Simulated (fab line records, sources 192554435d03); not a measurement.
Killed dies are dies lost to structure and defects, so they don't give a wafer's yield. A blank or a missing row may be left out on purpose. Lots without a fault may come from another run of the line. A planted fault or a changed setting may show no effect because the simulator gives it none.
fab line records | flow n5_finfet
record lots=7 wafers=39
route steps=1938 shown FIN_SAQP@147
start_h: hours from the record's first day to the start of the lot's first wafer shown | wait_h: hours since the lot's step before | " the same as in the row above | L1.1+2: a row that stands for several wafers | - no value, or no start given | * or withheld: withheld | < > ~ a bound
route shown NAME@n: a module of which the file shows steps, and the number in the route of the first | usual: mean/standard deviation of fault-free wafers | same: alike in all rows | chamber/n: place in a boat | sites: the reading at each site | _std_site: their standard deviation | _edge_site: outer sites' mean less inner sites' | radius_mm: how far each site lies from the wafer's centre | mask NAME#n: copy n | behind: the tool/chamber that last shaped the wafer | hold: why the lot was held/for how many hours/how that ended | device: the transistor (n, p or np) that didn't switch | end of line: the same wafers' tests at the end of the route | a step without rows: its recipe alone | killed: dies lost to structure and defects at the first sort, not the wafer's yield | map: a wafer's dies, x killed, . not, _ none there
set.NAME: the setting as run; set.NAME@STEP: as run at that earlier step | model.NAME: the simulator's own value behind a step, which no gauge read
lots whose settings were changed on purpose; a table a step, a row a wafer
## steps
# step N5_FIN_SAQP_FIN_ETCH_36
# recipe chemistry=HBr/Cl2/O2 target_depth_a=1200 mask_material=SiNx time_s=50.4 bias_w=102 pressure_mtorr=10 icp_w=800 HBr_flow_sccm=150 Cl2_flow_sccm=80 O2_flow_sccm=12
# usual oes_product_au=1.001/0.021
# columns lot.wafer tool chamber start_h wait_h set.icp_w oes_product_au model.etch.depth_nm model.FIN_SAQP.feature_depth_nm
L075.1 rie_si-03 1 32.07 0.0 800 0.973 116.1 116.2
L075.2 " 2 " " 950.6 1.060 131.8 131.8
L075.3 " 3 " " 950.6 1.051 128.7 128.8
L075.4 " 3 " " 950.6 1.050 128.3 128.4
L075.5 " 1 " " 800 0.966 116.2 116.2
L075.6 " 2 " " 800 1.006 121.8 121.8
L077.1 rie_si-01 0 44.72 0.0 687.3 0.940 109.4 109.4
L077.2 " 1 " " 800 1.000 117.5 117.4
L077.3 " 3 " " 800 0.969 115 115
L077.4 " 2 " " 687.3 0.936 110.7 110.8
L077.5 " 0 " " 687.3 0.935 109.5 109.6
L077.6 " 3 " " 800 0.962 115.1 115.2
L078.1 rie_si-01 3 50.07 0.0 800 0.971 116.3 116.4
L078.2 " 2 " " 800 0.989 120.1 120
L078.3 " 1 " " 942.6 1.049 126.5 126.6
L078.4 " 0 " " 800 0.983 117.4 117.4
L078.5 " 3 " " 942.6 1.026 125.7 125.8
L078.6 " 0 " " 942.6 1.037 126.8 126.8
L080.1 rie_si-01 2 62.47 0.0 800 1.005 119.8 119.8
L080.2 " 0 " " 800 1.001 119.1 119.2
L080.3 " 3 " " 650.3 0.915 106.8 106.8
L080.4 " 1 " " 800 0.988 117.6 117.6
L080.5 " 0 " " 650.3 0.931 107.7 107.6
L080.6 " 1 " " 650.3 0.934 107.4 107.4
L085.1 rie_si-01 1 94.49 0.0 800 0.989 116.5 116.4
L085.2 " 0 " " 702.3 0.945 110 110
L085.3 " 3 " " 702.3 0.940 111 111
L085.4 " 2 " " 800 1.014 121.6 121.6
L085.5 " 2 " " 702.3 0.970 114.1 114.2
L085.6 " 3 " " 800 0.980 117 117
L086.2 rie_si-01 2 99.68 0.0 800 1.002 121.6 121.6
L086.4 " 0 " " 800 0.994 117.6 117.6
L086.5 " 3 " " 800 0.976 116.2 116.2
L093.1 rie_si-03 2 142.29 0.0 800 1.006 121.9 121.8
L093.2 " 1 " " 800 0.964 116.3 116.4
L093.3 " 0 " " 800 1.026 120.5 120.6
L093.4 " 0 " " 800 1.037 120.9 121
L093.5 " 1 " " 800 0.965 116.4 116.4
L093.6 " 2 " " 800 0.999 121.7 121.8
# step N5_FIN_SAQP_PRECLEAN_38
# recipe chemistry=O3/DIW time_s=45 temp_c=22 o3_ppm=10
# step N5_FIN_SAQP_PRECLEAN_45
# recipe chemistry=dHF time_s=10 dilution=500:1 temp_c=25
# step N5_FIN_SAQP_SRD_39
# recipe dry=ipa_marangoni time_s=30 temp_c=23 rinse_liquid=diw
# step N5_FIN_SAQP_OCD_MEAS_76
# usual trench_depth_nm=119.7/2.7
# columns lot.wafer tool chamber start_h wait_h set.icp_w@FIN_SAQP_FIN_ETCH_36 trench_depth_nm
L075.1 ocd-01 - 32.28 0.0 800 116.3
L075.2 " - " " 950.6 131.3
L075.3 " - " " 950.6 128.4
L075.4 " - " " 950.6 127.7
L075.5 " - " " 800 116.7
L075.6 " - " " 800 121.7
L077.1 ocd-01 - 44.94 0.0 687.3 109.4
L077.2 " - " " 800 117.1
L077.3 " - " " 800 115.0
L077.4 " - " " 687.3 110.5
L077.5 " - " " 687.3 109.4
L077.6 " - " " 800 114.5
L078.1 ocd-01 - 50.29 0.0 800 116.6
L078.2 " - " " 800 120.3
L078.3 " - " " 942.6 126.7
L078.4 " - " " 800 116.8
L078.5 " - " " 942.6 125.7
L078.6 " - " " 942.6 126.4
L080.1 ocd-01 - 62.69 0.0 800 119.6
L080.2 " - " " 800 119.4
L080.3 " - " " 650.3 106.9
L080.4 " - " " 800 117.6
L080.5 " - " " 650.3 107.4
L080.6 " - " " 650.3 107.3
L085.1 ocd-01 - 94.71 0.0 800 116.8
L085.2 " - " " 702.3 110.1
L085.3 " - " " 702.3 111.0
L085.4 " - " " 800 122.1
L085.5 " - " " 702.3 114.3
L085.6 " - " " 800 117.3
L086.2 ocd-02 - 99.90 0.0 800 121.3
L086.4 " - " " 800 118.2
L086.5 " - " " 800 116.3
L093.1 ocd-02 - 142.50 0.0 800 121.7
L093.2 " - " " 800 116.4
L093.3 " - " " 800 120.7
L093.4 " - " " 800 121.3
L093.5 " - " " 800 116.4
L093.6 " - " " 800 122.0
## key
split step=N5_FIN_SAQP_FIN_ETCH_36 setting=icp_w stated=800 by=wafer
response step=N5_FIN_SAQP_FIN_ETCH_36 reading=oes_product_au change=+0.00349 per=1% r=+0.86
response step=N5_FIN_SAQP_FIN_ETCH_36 reading=model.etch.depth_nm change=+0.547 per=1% r=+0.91
response step=N5_FIN_SAQP_FIN_ETCH_36 reading=model.FIN_SAQP.feature_depth_nm change=+0.548 per=1% r=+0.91
response step=N5_FIN_SAQP_OCD_MEAS_76 reading=trench_depth_nm change=+0.54 per=1% r=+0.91
